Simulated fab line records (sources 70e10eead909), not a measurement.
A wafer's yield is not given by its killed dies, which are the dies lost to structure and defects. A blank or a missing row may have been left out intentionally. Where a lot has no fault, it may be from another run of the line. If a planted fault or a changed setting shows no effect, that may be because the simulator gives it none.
Chamber matching | flow nand_harc | NHARC_P_GATE_DESCUM_48 on rie_diel-12 has 4 sister chambers
The step chemistry O2, time 3 s. 30 wafers are shown with their chamber, then 12 later ones without.

== EACH WAFER AND ITS CHAMBER ==
wafer  | chamber | showerhead_plenum_p_Torr (Torr) | drypump_motor_current_A (A) | oes_product_au (a.u.)
L074.1 | 2       | 2.06                            | 6.3                         | 1.008
L074.4 | 3       | 2.02                            | 5.2                         | 0.995
L074.5 | 2       | 2.06                            | 6.3                         | 1.010
L077.4 | 1       | 1.99                            | 6.1                         | 0.993
L077.5 | 2       | 2.06                            | 6.4                         | 1.003
L077.6 | 3       | 2.02                            | 5.3                         | 0.989
L078.1 | 3       | 2.02                            | 5.2                         | 0.997
L078.2 | 2       | 2.06                            | 6.3                         | 1.014
L078.6 | 1       | 1.99                            | 6.2                         | 1.002
L079.2 | 2       | 2.06                            | 6.3                         | 1.020
L079.4 | 1       | 1.99                            | 6.2                         | 0.980
L079.6 | 0       | 1.90                            | 5.3                         | 0.999
L082.1 | 3       | 2.02                            | 5.2                         | 0.990
L082.3 | 2       | 2.05                            | 6.4                         | 1.015
L082.6 | 1       | 1.99                            | 6.1                         | 0.982
L083.1 | 0       | 1.90                            | 5.3                         | 1.013
L083.3 | 2       | 2.05                            | 6.3                         | 1.014
L083.5 | 0       | 1.90                            | 5.3                         | 0.997
L087.4 | 1       | 1.99                            | 6.1                         | 0.986
L087.5 | 0       | 1.90                            | 5.4                         | 0.991
L087.6 | 1       | 1.99                            | 6.2                         | 0.988
L086.2 | 3       | 2.02                            | 5.2                         | 1.000
L086.4 | 1       | 1.99                            | 6.2                         | 0.997
L086.5 | 3       | 2.02                            | 5.2                         | 1.011
L084.1 | 2       | 2.05                            | 6.3                         | 1.009
L084.2 | 0       | 1.90                            | 5.4                         | 1.003
L084.4 | 3       | 2.02                            | 5.2                         | 1.001
L085.1 | 1       | 1.99                            | 6.2                         | 0.980
L085.3 | 0       | 1.90                            | 5.3                         | 0.996
L085.5 | 3       | 2.02                            | 5.3                         | 0.997

SIGNATURES (means of the wafers above)
reading                  | chamber 0 | chamber 1 | chamber 2 | chamber 3 | scatter within a chamber
showerhead_plenum_p_Torr | 1.9000    | 1.9900    | 2.0562    | 2.0200    | 0.00269
drypump_motor_current_A  | 5.333     | 6.162     | 6.325     | 5.225     | 0.0489
oes_product_au           | 0.99983   | 0.98850   | 1.01162   | 0.99750   | 0.00701
Rule: distance of a wafer from a chamber = root of the sum over the readings of ((wafer's reading minus chamber's mean) / reading's scatter) squared. If the next closest chamber is less than 2 further off than the closest, the wafer can't be placed; otherwise it belongs to the closest. The scatter: take each reading less its chamber's mean, square it, sum over the shown wafers, divide by the number of wafers less the number of chambers, and take the root.

== WAFERS WITH NO CHAMBER GIVEN ==
wafer  | showerhead_plenum_p_Torr (Torr) | drypump_motor_current_A (A) | oes_product_au (a.u.)
L090.1 | 2.02                            | 5.3                         | 1.002
L090.2 | 1.90                            | 5.3                         | 0.991
L090.3 | 1.99                            | 6.2                         | 1.017
L092.1 | 1.99                            | 6.2                         | 0.983
L092.3 | 2.05                            | 6.2                         | 1.003
L092.4 | 2.02                            | 5.2                         | 0.994
L096.1 | 1.99                            | 6.2                         | 0.995
L096.3 | 2.05                            | 6.3                         | 1.004
L096.5 | 1.90                            | 5.4                         | 1.005
L097.1 | 2.05                            | 6.3                         | 1.004
L097.2 | 1.90                            | 5.4                         | 1.014
L097.3 | 1.99                            | 6.2                         | 1.005

== WHICH CHAMBER EACH ONE RAN IN ==
wafer  | from the rows above | in truth
L090.1 | 3                   | 3
L090.2 | 0                   | 0
L090.3 | 1                   | 1
L092.1 | 1                   | 1
L092.3 | 2                   | 2
L092.4 | 3                   | 3
L096.1 | 1                   | 1
L096.3 | 2                   | 2
L096.5 | 0                   | 0
L097.1 | 2                   | 2
L097.2 | 0                   | 0
L097.3 | 1                   | 1
Placed correctly: 12 of 12. From these rows, 0 cannot be placed. Number placed wrongly: 0.
